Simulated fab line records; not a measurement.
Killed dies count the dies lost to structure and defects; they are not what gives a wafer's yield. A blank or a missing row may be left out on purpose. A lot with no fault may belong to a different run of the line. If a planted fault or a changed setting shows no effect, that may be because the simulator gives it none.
Which of the tools did it?	flow nand harc	24 lots, 72 wafers sampled, at 6 steps of a route of 1302

## WHAT THE GAUGES SHOWED, per wafer
NHARC_A_CONTACT_CD_MEAS_08: target cd 200 nm. Usual: cd nm reads 200.0 nm (standard deviation 0.57).
lot	measured	on	cd nm (nm)	flag
L074	day 21 15:10	cd sem-03	199.6 200.1 198.7	
L076	day 23 03:08	cd sem-01	200.6 200.3 199.9	
L075	day 23 05:29	cd sem-02	200.1 200.8 200.3	
L077	day 23 09:37	cd sem-01	199.6 199.6 199.2	
L078	day 23 16:32	cd sem-01	199.7 200.0 199.4	
L079	day 24 09:32	cd sem-02	200.2 200.9 200.0	
L080	day 25 07:11	cd sem-03	199.8 201.2 200.4	
L081	day 25 22:43	cd sem-01	199.1 200.1 200.2	
L082	day 26 00:34	cd sem-01	200.6 200.2 200.3	
L085	day 27 01:43	cd sem-02	198.6 200.3 199.5	
L084	day 27 07:29	cd sem-02	200.3 200.4 200.7	
L083	day 27 10:53	cd sem-01	200.1 200.2 200.0	
L087	day 27 13:32	cd sem-03	199.7 199.5 198.7	
L086	day 27 20:23	cd sem-01	200.4 200.8 200.8	
L088	day 28 02:19	cd sem-02	200.5 200.4 200.4	
L090	day 28 03:12	cd sem-02	200.0 200.4 200.4	
L089	day 28 10:08	cd sem-02	200.2 201.2 200.6	
L091	day 29 08:42	cd sem-03	199.4 199.3 200.0	
L092	day 29 19:08	cd sem-03	199.6 199.9 200.3	
L093	day 30 10:55	cd sem-02	200.5 200.2 200.3	
L094	day 30 12:18	cd sem-03	199.8 199.7 200.3	
L096	day 30 19:35	cd sem-01	199.2 199.6 199.6	
L095	day 30 23:23	cd sem-02	200.1 200.7 199.5	
L097	day 32 14:43	cd sem-02	200.7 201.0 201.4	

NHARC_A_BLC_CD_MEAS_10: target cd 100 nm. Usual: cd nm reads 99.8 nm (standard deviation 0.56).
lot	measured	on	cd nm (nm)	flag
L074	day 21 21:37	cd sem-01	100.2 100.8 100.8	
L076	day 23 10:01	cd sem-03	100.2 100.8 99.9	
L075	day 23 11:52	cd sem-01	100.8 100.5 101.0	
L077	day 23 16:25	cd sem-02	99.7 100.0 99.8	
L078	day 23 23:34	cd sem-02	99.3 99.0 98.6	
L079	day 24 15:51	cd sem-01	99.2 100.1 98.9	
L080	day 25 13:31	cd sem-01	99.1 99.6 99.5	
L081	day 26 05:01	cd sem-02	99.8 99.7 99.9	
L082	day 26 06:52	cd sem-03	100.1 100.0 100.2	
L085	day 27 08:01	cd sem-02	100.2 99.9 99.9	
L084	day 27 13:42	cd sem-02	99.4 100.0 99.9	
L083	day 27 18:02	cd sem-01	99.0 99.1 100.1	
L087	day 27 20:32	cd sem-01	100.6 99.4 99.9	
L086	day 28 02:43	cd sem-01	99.9 99.6 99.5	
L088	day 28 08:49	cd sem-02	99.7 99.3 100.2	
L090	day 28 09:58	cd sem-02	99.8 100.3 100.1	
L089	day 28 16:30	cd sem-03	100.3 99.3 99.3	
L091	day 29 17:49	cd sem-02	100.6 100.1 100.7	
L092	day 30 01:54	cd sem-01	100.0 98.8 99.2	
L093	day 30 17:14	cd sem-01	100.4 99.6 100.0	
L094	day 30 19:11	cd sem-03	100.2 100.7 99.3	
L096	day 31 01:49	cd sem-03	99.3 98.6 99.6	
L095	day 31 05:45	cd sem-03	99.4 99.9 99.6	
L097	day 32 22:37	cd sem-02	99.1 99.0 99.8	

NHARC_A_BLC_CD_MEAS_19. Usual: cd nm reads 99.9 nm (standard deviation 2.3).
lot	measured	on	cd nm (nm)	flag
L074	day 21 22:46	cd sem-01	101.9 103.1 102.9	
L076	day 23 11:10	cd sem-01	101.4 100.4 105.2	
L075	day 23 13:01	cd sem-02	102.4 103.5 103.6	
L077	day 23 17:34	cd sem-03	101.0 95.4 100.0	
L078	day 24 00:43	cd sem-02	96.6 97.8 96.5	
L079	day 24 17:00	cd sem-01	97.4 99.4 98.4	
L080	day 25 14:51	cd sem-03	96.8 98.7 97.5	
L081	day 26 06:10	cd sem-03	100.9 104.7 99.1	
L082	day 26 08:01	cd sem-03	99.8 99.3 96.5	
L085	day 27 09:10	cd sem-03	98.5 99.5 97.0	
L084	day 27 14:51	cd sem-03	97.2 98.9 100.1	
L083	day 27 19:10	cd sem-01	99.8 95.8 97.5	
L087	day 27 21:42	cd sem-01	102.9 95.1 102.0	
L086	day 28 03:57	cd sem-01	101.1 102.4 100.6	
L088	day 28 09:58	cd sem-01	100.4 102.6 99.2	
L090	day 28 11:07	cd sem-02	97.2 99.2 99.6	
L089	day 28 17:40	cd sem-02	98.0 103.8 98.9	
L091	day 29 18:58	cd sem-01	102.1 100.8 101.0	
L092	day 30 03:03	cd sem-01	100.4 100.9 104.3	
L093	day 30 18:24	cd sem-03	102.2 97.5 100.9	
L094	day 30 20:20	cd sem-01	98.4 103.1 101.4	
L096	day 31 02:58	cd sem-02	100.9 100.7 99.1	
L095	day 31 06:54	cd sem-02	98.3 100.8 101.8	
L097	day 32 23:46	cd sem-01	101.0 98.7 98.3	

NHARC_A_BLC_INSPECT_28. Usual: raw defect count reads 538 (standard deviation 140).
lot	measured	on	raw defect count	flag
L074	day 22 01:13	defect inspect-01	734 575 582	
L076	day 23 13:09	defect inspect-02	465 678 513	
L075	day 23 15:04	defect inspect-02	626 442 640	
L077	day 23 19:32	defect inspect-02	610 363 625	
L078	day 24 02:43	defect inspect-02	641 608 620	
L079	day 24 18:58	defect inspect-02	356 456 331	
L080	day 25 16:50	defect inspect-02	527 450 425	
L081	day 26 08:09	defect inspect-01	549 756 537	
L082	day 26 10:01	defect inspect-02	518 451 406	
L085	day 27 11:08	defect inspect-02	570 557 730	
L084	day 27 16:50	defect inspect-01	500 461 465	
L083	day 27 21:09	defect inspect-02	547 363 300	
L087	day 27 23:43	defect inspect-02	500 695 538	
L086	day 28 05:58	defect inspect-02	541 385 483	
L088	day 28 11:59	defect inspect-02	700 781 655	
L090	day 28 13:08	defect inspect-02	698 530 669	
L089	day 28 19:40	defect inspect-01	522 528 539	
L091	day 29 20:59	defect inspect-01	505 367 426	
L092	day 30 05:05	defect inspect-02	600 492 529	
L093	day 30 20:22	defect inspect-01	325 369 407	
L094	day 30 22:18	defect inspect-02	584 658 509	
L096	day 31 04:57	defect inspect-01	478 522 692	
L095	day 31 08:53	defect inspect-01	630 755 561	
L097	day 33 01:44	defect inspect-01	425 551 378	

## WHAT TOOL EACH LOT RAN ON (gives the tool, then ch and the chambers of the sampled wafers, and finally the start)
lot	NHARC_A_BLC_DEGAS_30	NHARC_A_BLC_CVD_24
L074	pvd sputter-03, day 21 23:50	cvd w-01 ch 0,1, day 22 01:13 or earlier
L076	pvd sputter-01, day 23 11:47	cvd w-01 ch 0,1, day 23 13:09 or earlier
L075	pvd sputter-01, day 23 13:40	cvd w-02 ch 0,1, day 23 15:04 or earlier
L077	pvd sputter-03, day 23 18:09	cvd w-01 ch 0,1, day 23 19:32 or earlier
L078	pvd sputter-02, day 24 01:19	cvd w-02 ch 0,1, day 24 02:43 or earlier
L079	pvd sputter-02, day 24 17:37	cvd w-01 ch 0,1, day 24 18:58 or earlier
L080	pvd sputter-03, day 25 15:28	cvd w-01 ch 0,1, day 25 16:50 or earlier
L081	pvd sputter-03, day 26 06:46	cvd w-02 ch 0,1, day 26 08:09 or earlier
L082	pvd sputter-02, day 26 08:40	cvd w-02 ch 0,1, day 26 10:01 or earlier
L085	pvd sputter-02, day 27 09:46	cvd w-01 ch 0,1, day 27 11:08 or earlier
L084	pvd sputter-03, day 27 15:27	cvd w-01 ch 0,1, day 27 16:50 or earlier
L083	pvd sputter-01, day 27 19:47	cvd w-02 ch 0,1, day 27 21:09 or earlier
L087	pvd sputter-02, day 27 22:19	cvd w-01 ch 0,1, day 27 23:43 or earlier
L086	pvd sputter-02, day 28 04:34	cvd w-02 ch 0,1, day 28 05:58 or earlier
L088	pvd sputter-01, day 28 10:37	cvd w-01 ch 0,1, day 28 11:59 or earlier
L090	pvd sputter-01, day 28 11:43	cvd w-02 ch 0,1, day 28 13:08 or earlier
L089	pvd sputter-03, day 28 18:19	cvd w-02 ch 0,1, day 28 19:40 or earlier
L091	pvd sputter-03, day 29 19:37	cvd w-02 ch 0,1, day 29 20:59 or earlier
L092	pvd sputter-02, day 30 03:39	cvd w-02 ch 0,1, day 30 05:05 or earlier
L093	pvd sputter-03, day 30 19:00	cvd w-01 ch 0,1, day 30 20:22 or earlier
L094	pvd sputter-01, day 30 20:56	cvd w-02 ch 0,1, day 30 22:18 or earlier
L096	pvd sputter-01, day 31 03:34	cvd w-02 ch 0,1, day 31 04:57 or earlier
L095	pvd sputter-01, day 31 07:30	cvd w-02 ch 0,1, day 31 08:53 or earlier
L097	pvd sputter-02, day 33 00:22	cvd w-02 ch 0,1, day 33 01:44 or earlier
- NHARC_A_BLC_DEGAS_30: time 60 s.
- NHARC_A_BLC_CVD_24: deposits W, target thk 150 nm, time 434 s.

## WHAT THE TOOLS THEMSELVES READ (means of the sampled wafers that have a number; where no wafer has one, the mark that the record gives instead)
NHARC_A_BLC_DEGAS_30. Usual: heater power w reads 453 W (standard deviation 50).
lot	tool	heater power w (W)	flag
L074	pvd sputter-03	465	
L076	pvd sputter-01	469	
L075	pvd sputter-01	458	
L077	pvd sputter-03	489	
L078	pvd sputter-02	399	
L079	pvd sputter-02	417	
L080	pvd sputter-03	499	
L081	pvd sputter-03	506	
L082	pvd sputter-02	411	
L085	pvd sputter-02	423	
L084	pvd sputter-03	509	
L083	pvd sputter-01	437	
L087	pvd sputter-02	420	
L086	pvd sputter-02	378	
L088	pvd sputter-01	483	
L090	pvd sputter-01	430	
L089	pvd sputter-03	506	
L091	pvd sputter-03	503	
L092	pvd sputter-02	416	
L093	pvd sputter-03	489	
L094	pvd sputter-01	489	
L096	pvd sputter-01	485	
L095	pvd sputter-01	475	
L097	pvd sputter-02	429	

NHARC_A_BLC_CVD_24. Usual: chamber pressure Torr 40.01 Torr, standard deviation 0.081; heater power w 461 W, standard deviation 50; throttle valve pct 7.8 %, standard deviation 0.35.
lot	tool	chamber pressure Torr (Torr)	heater power w (W)	throttle valve pct (%)	flag
L074	cvd w-01	40.03	453	8.0	
L076	cvd w-01	40.06	449	8.1	
L075	cvd w-02	39.93	453	8.0	
L077	cvd w-01	39.94	482	7.7	
L078	cvd w-02	40.04	463	7.8	
L079	cvd w-01	40.00	499	7.5	
L080	cvd w-01	39.96	511	7.6	
L081	cvd w-02	39.99	468	7.8	
L082	cvd w-02	39.98	454	8.1	
L085	cvd w-01	40.00	514	7.6	
L084	cvd w-01	39.94	470	7.9	
L083	cvd w-02	40.05	431	7.7	
L087	cvd w-01	40.00	507	7.7	
L086	cvd w-02	40.06	449	7.8	
L088	cvd w-01	39.97	468	7.9	
L090	cvd w-02	40.04	433	7.7	
L089	cvd w-02	40.01	424	7.8	
L091	cvd w-02	39.86	451	7.8	
L092	cvd w-02	40.07	446	8.0	
L093	cvd w-01	40.01	519	7.7	
L094	cvd w-02	40.05	430	7.8	
L096	cvd w-02	39.99	455	7.9	
L095	cvd w-02	40.05	448	7.9	
L097	cvd w-02	40.06	454	7.9	

## THE ANSWER, worked out from the rows above alone
Rule: take the mean of a lot's wafers that have a number; if it is more than 3 standard deviations from the usual mean, the lot is off. Also off: a lot with no number at a reading for which 4 or more lots have one. All remaining lots with rows at the step are treated as sound. The gauges are gone through in route order, then the tools' own readings, and for those a lot's mean is taken as printed above. At the first step where some lot is off, the reading lying furthest off is the one used; lots without a number count as furthest.
None of the lots is off at any reading shown; this tells nothing.

## WHAT WAS PUT IN BY THE SIMULATOR
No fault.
